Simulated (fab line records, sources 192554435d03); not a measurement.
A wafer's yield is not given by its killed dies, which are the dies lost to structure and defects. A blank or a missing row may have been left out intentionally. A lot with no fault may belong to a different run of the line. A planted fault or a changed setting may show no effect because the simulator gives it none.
A struck lot beside a sound one	flow n5_finfet	15 out of 1938 route steps
Sound: these wafers, L545.1, L545.3, L545.5. Struck: wafer L551.4 (L551.3, L551.5, from the same lot, were not struck and are left out); the cause is given at the end.
Per side, at each step with rows, come the tool, then ch with its chambers, and then its first start. Under that, the readings that differ: sound wafers	struck wafers	difference of the means	sigmas: that difference in standard deviations of wafers without a fault.
alike: readings whose means differ by less than 2 such deviations, and words and numbers that are the same on both sides. not compared: withheld readings, readings that some wafer has no value for, bounds like >300 that may hide the same value, and numbers for which the record gives no deviation and whose values overlap.
A row with sigmas, a row that says differs or no value, or rows on one side alone: a step with any of these is where the two part. When numbers do not overlap yet have no deviation, they are printed without sigmas and do not part them. Lack of a reading on every wafer of one side parts them only where that side has two or more wafers.

first, 5 steps without rows for these wafers: N5_BEOL_M4_EBR_24; N5_BEOL_M4_SOFTBAKE_23 (time 60 s); N5_BEOL_M4_EXPOSE_25 (exposes mask V3, defocus 5 nm); N5_BEOL_M4_PEB_26 (peb time 60 s); N5_BEOL_M4_DEVELOP_27 (develop time 30 s).
N5_BEOL_M4_CD_MEAS_28: target cd 26.2 nm, target cd y 24.1 nm.
  sound on cd_sem-03 ch 0, day 8 01:19; struck on cd_sem-02 ch 0, day 10 01:55
  alike: cd_nm
N5_BEOL_M4_OVL_MEAS_29:
  sound on overlay-01 ch 0, day 8 01:20; struck on overlay-01 ch 0, day 10 01:57
  alike: V3_OVL
N5_BEOL_M4_INSPECT_30: inspects for defects (brightfield).
  sound on defect_inspect-01, day 8 01:23; struck on defect_inspect-02, day 10 02:00
  alike: raw_defect_count
N5_BEOL_M4_DESCUM_33: chemistry O2, time 7 s.
  sound on rie_diel-06 ch 0,2, day 8 01:26; struck on rie_diel-01 ch 3, day 10 02:12
  alike: drypump_motor_current_A, oes_product_au, rf_vpp_V, showerhead_plenum_p_Torr, throttle_valve_pct
  not compared: rf_hours_counter_h
N5_BEOL_M4_ETCH_77: etches underlayer in N2/H2, target depth 6.5 nm, time 5.2 s.
  sound on rie_diel-06 ch 0,2, day 8 01:28; struck on rie_diel-01 ch 3, day 10 02:14
reading	sound	struck	difference	sigmas
etch_rf_on_time_s (s)	5.36 5.29 5.39	5.01	-0.34	-3
  alike: drypump_motor_current_A, n2_flow_sccm, oes_product_au, rf_vpp_V, showerhead_plenum_p_Torr, throttle_valve_pct
  not compared: rf_hours_counter_h
N5_BEOL_M4_ETCH_69: etches SiARC in CF4, target depth 15.6 nm, time 26 s.
  sound on rie_diel-06 ch 0,2, day 8 01:29; struck on rie_diel-01 ch 3, day 10 02:15
reading	sound	struck	difference	sigmas
etch_rf_on_time_s (s)	26.5 26.2 26.8	25.1	-1.4	-3
  alike: drypump_motor_current_A, oes_product_au, rf_vpp_V, showerhead_plenum_p_Torr, throttle_valve_pct
  not compared: rf_hours_counter_h
N5_BEOL_M4_ALD_98: deposits SiO2, target thk 2.5 nm, pulse time 1 s, co reactant pulse time 1 s.
  sound on ald_sin-01 ch 0,2, day 8 01:34; struck on ald_sin-04 ch 3, day 10 02:20
  alike: heater_power_w, precursor_pulse_height_rel
N5_BEOL_M4_ETCHBACK_99: etches SiO2 in CHF3, target depth 5 nm, time 10.4 s.
  sound on rie_diel-02 ch 1,3, day 8 08:25; struck on rie_diel-02 ch 0, day 10 06:38
reading	sound	struck	difference	sigmas
drypump_motor_current_A (A)	5.2 5.1 5.1	6.2	+1.1	+3
oes_product_au (a.u.)	0.75 0.74 0.74	1.03	+0.29	+4
model.CAR-EUV_of_BEOL_M4_COAT_22.thk_nm (nm)	10.2 10.4 10.4	9.8	-0.5	
  alike: rf_vpp_V, showerhead_plenum_p_Torr, throttle_valve_pct
  not compared: rf_hours_counter_h
N5_BEOL_M4_ETCH_70: etches SOC in N2/H2, target depth 80 nm, overetch 24 nm, time 130 s.
  sound on rie_diel-02 ch 1,3, day 8 08:27; struck on rie_diel-02 ch 0, day 10 06:40
reading	sound	struck	difference	sigmas
drypump_motor_current_A (A)	5.2 5.1 5.1	6.2	+1.1	+3
showerhead_plenum_p_Torr (Torr)	2.55 2.65 2.65	2.43	-0.19	-2
  alike: n2_flow_sccm, oes_product_au, rf_vpp_V, throttle_valve_pct
  not compared: rf_hours_counter_h
N5_BEOL_M4_RC_MEAS_101:
  sound on prober-02 ch 0, day 8 12:49; struck on prober-02 ch 0, day 10 11:53
reading	sound	struck	difference	sigmas
SS_N (mV/dec)	71.0 72.5 72.7	70.6	-1.5	-2
  alike: DIBL_N, DIBL_P, IOFF_N, IOFF_P, ION_N, ION_P, SS_P, VT_N, VT_P

WHERE THEY PART
Earliest at N5_BEOL_M4_ETCH_77; latest, in this record, at N5_BEOL_M4_RC_MEAS_101.

WHY: the cause the simulator had injected
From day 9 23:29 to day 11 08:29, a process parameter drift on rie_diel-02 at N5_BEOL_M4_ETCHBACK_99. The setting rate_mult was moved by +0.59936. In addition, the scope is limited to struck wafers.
